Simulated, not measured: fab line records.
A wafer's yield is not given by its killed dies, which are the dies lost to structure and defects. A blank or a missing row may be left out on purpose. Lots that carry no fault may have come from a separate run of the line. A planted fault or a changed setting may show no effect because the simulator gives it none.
Matching of chambers / flow nandHarc / NHARC_A_STAIRCASE_DESCUM_168 on rieDiel-07 has 4 sister chambers
The step chemistry O2, time 3 s. 24 wafers are shown with their chamber, then 12 later ones without.

WAFERS, EACH WITH ITS CHAMBER
wafer=L074.1; chamber=2; showerheadPlenumPTorr (Torr)=1.80; drypumpMotorCurrentA (A)=6.0; oesProductAu (a.u.)=1.007
wafer=L074.4; chamber=1; showerheadPlenumPTorr (Torr)=1.92; drypumpMotorCurrentA (A)=5.8; oesProductAu (a.u.)=0.988
wafer=L074.6; chamber=2; showerheadPlenumPTorr (Torr)=1.80; drypumpMotorCurrentA (A)=5.9; oesProductAu (a.u.)=1.015
wafer=L078.3; chamber=3; showerheadPlenumPTorr (Torr)=1.94; drypumpMotorCurrentA (A)=6.2; oesProductAu (a.u.)=1.000
wafer=L078.5; chamber=3; showerheadPlenumPTorr (Torr)=1.94; drypumpMotorCurrentA (A)=6.2; oesProductAu (a.u.)=0.987
wafer=L078.6; chamber=2; showerheadPlenumPTorr (Torr)=1.80; drypumpMotorCurrentA (A)=5.9; oesProductAu (a.u.)=1.006
wafer=L079.2; chamber=2; showerheadPlenumPTorr (Torr)=1.80; drypumpMotorCurrentA (A)=6.0; oesProductAu (a.u.)=1.002
wafer=L079.4; chamber=0; showerheadPlenumPTorr (Torr)=1.82; drypumpMotorCurrentA (A)=5.8; oesProductAu (a.u.)=0.992
wafer=L079.5; chamber=0; showerheadPlenumPTorr (Torr)=1.82; drypumpMotorCurrentA (A)=5.8; oesProductAu (a.u.)=0.986
wafer=L081.2; chamber=3; showerheadPlenumPTorr (Torr)=1.94; drypumpMotorCurrentA (A)=6.2; oesProductAu (a.u.)=0.998
wafer=L081.5; chamber=3; showerheadPlenumPTorr (Torr)=1.94; drypumpMotorCurrentA (A)=6.3; oesProductAu (a.u.)=0.995
wafer=L081.6; chamber=0; showerheadPlenumPTorr (Torr)=1.82; drypumpMotorCurrentA (A)=5.8; oesProductAu (a.u.)=0.985
wafer=L083.1; chamber=0; showerheadPlenumPTorr (Torr)=1.81; drypumpMotorCurrentA (A)=5.8; oesProductAu (a.u.)=0.995
wafer=L083.2; chamber=2; showerheadPlenumPTorr (Torr)=1.79; drypumpMotorCurrentA (A)=5.9; oesProductAu (a.u.)=0.996
wafer=L083.3; chamber=3; showerheadPlenumPTorr (Torr)=1.93; drypumpMotorCurrentA (A)=6.3; oesProductAu (a.u.)=0.999
wafer=L087.1; chamber=1; showerheadPlenumPTorr (Torr)=1.91; drypumpMotorCurrentA (A)=5.8; oesProductAu (a.u.)=0.990
wafer=L087.5; chamber=2; showerheadPlenumPTorr (Torr)=1.79; drypumpMotorCurrentA (A)=6.0; oesProductAu (a.u.)=0.996
wafer=L087.6; chamber=1; showerheadPlenumPTorr (Torr)=1.91; drypumpMotorCurrentA (A)=5.8; oesProductAu (a.u.)=0.991
wafer=L089.2; chamber=1; showerheadPlenumPTorr (Torr)=1.91; drypumpMotorCurrentA (A)=5.8; oesProductAu (a.u.)=1.003
wafer=L089.4; chamber=2; showerheadPlenumPTorr (Torr)=1.79; drypumpMotorCurrentA (A)=5.9; oesProductAu (a.u.)=1.004
wafer=L089.6; chamber=0; showerheadPlenumPTorr (Torr)=1.81; drypumpMotorCurrentA (A)=5.8; oesProductAu (a.u.)=0.993
wafer=L088.1; chamber=1; showerheadPlenumPTorr (Torr)=1.91; drypumpMotorCurrentA (A)=5.8; oesProductAu (a.u.)=0.994
wafer=L088.5; chamber=1; showerheadPlenumPTorr (Torr)=1.91; drypumpMotorCurrentA (A)=5.8; oesProductAu (a.u.)=0.988
wafer=L088.6; chamber=0; showerheadPlenumPTorr (Torr)=1.81; drypumpMotorCurrentA (A)=5.8; oesProductAu (a.u.)=0.986

SIGNATURES, as means of the wafers listed above
reading=showerheadPlenumPTorr; chamber 0=1.8150; chamber 1=1.9117; chamber 2=1.7957; chamber 3=1.9380; scatter within a chamber=0.00492
reading=drypumpMotorCurrentA; chamber 0=5.800; chamber 1=5.800; chamber 2=5.943; chamber 3=6.240; scatter within a chamber=0.0382
reading=oesProductAu; chamber 0=0.98950; chamber 1=0.99233; chamber 2=1.00371; chamber 3=0.99580; scatter within a chamber=0.00562
Rule: a wafer's distance from a chamber is the root of the sum, over the readings, of the square of ((its reading less the chamber's mean) divided by the reading's scatter). If the next closest chamber is less than 2 further off than the closest, the wafer can't be placed; otherwise it belongs to the closest. The scatter: take each reading less its chamber's mean, square it, sum over the shown wafers, divide by the number of wafers less the number of chambers, and take the root.

WAFERS WITHOUT THEIR CHAMBER
wafer=L090.1; showerheadPlenumPTorr (Torr)=1.91; drypumpMotorCurrentA (A)=5.8; oesProductAu (a.u.)=0.995
wafer=L090.4; showerheadPlenumPTorr (Torr)=1.93; drypumpMotorCurrentA (A)=6.2; oesProductAu (a.u.)=0.983
wafer=L090.5; showerheadPlenumPTorr (Torr)=1.81; drypumpMotorCurrentA (A)=5.8; oesProductAu (a.u.)=0.980
wafer=L093.1; showerheadPlenumPTorr (Torr)=1.93; drypumpMotorCurrentA (A)=6.2; oesProductAu (a.u.)=0.987
wafer=L093.2; showerheadPlenumPTorr (Torr)=1.78; drypumpMotorCurrentA (A)=5.9; oesProductAu (a.u.)=1.003
wafer=L093.4; showerheadPlenumPTorr (Torr)=1.80; drypumpMotorCurrentA (A)=5.8; oesProductAu (a.u.)=0.986
wafer=L095.3; showerheadPlenumPTorr (Torr)=1.80; drypumpMotorCurrentA (A)=5.8; oesProductAu (a.u.)=0.978
wafer=L095.4; showerheadPlenumPTorr (Torr)=1.92; drypumpMotorCurrentA (A)=6.2; oesProductAu (a.u.)=0.989
wafer=L095.6; showerheadPlenumPTorr (Torr)=1.78; drypumpMotorCurrentA (A)=5.9; oesProductAu (a.u.)=0.999
wafer=L096.1; showerheadPlenumPTorr (Torr)=1.92; drypumpMotorCurrentA (A)=6.2; oesProductAu (a.u.)=0.994
wafer=L096.2; showerheadPlenumPTorr (Torr)=1.90; drypumpMotorCurrentA (A)=5.8; oesProductAu (a.u.)=0.998
wafer=L096.6; showerheadPlenumPTorr (Torr)=1.92; drypumpMotorCurrentA (A)=6.2; oesProductAu (a.u.)=0.987

THE CHAMBER EACH PASSED THROUGH
wafer=L090.1; from the rows above=1; in truth=1
wafer=L090.4; from the rows above=3; in truth=3
wafer=L090.5; from the rows above=0; in truth=0
wafer=L093.1; from the rows above=3; in truth=3
wafer=L093.2; from the rows above=2; in truth=2
wafer=L093.4; from the rows above=can't be placed: 0 or 2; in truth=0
wafer=L095.3; from the rows above=0; in truth=0
wafer=L095.4; from the rows above=3; in truth=3
wafer=L095.6; from the rows above=2; in truth=2
wafer=L096.1; from the rows above=3; in truth=3
wafer=L096.2; from the rows above=1; in truth=1
wafer=L096.6; from the rows above=3; in truth=3
Placed correctly: 11 of 12. Not placeable from these rows: 1 (in 1, the candidates include the true chamber). 0 placed wrongly.
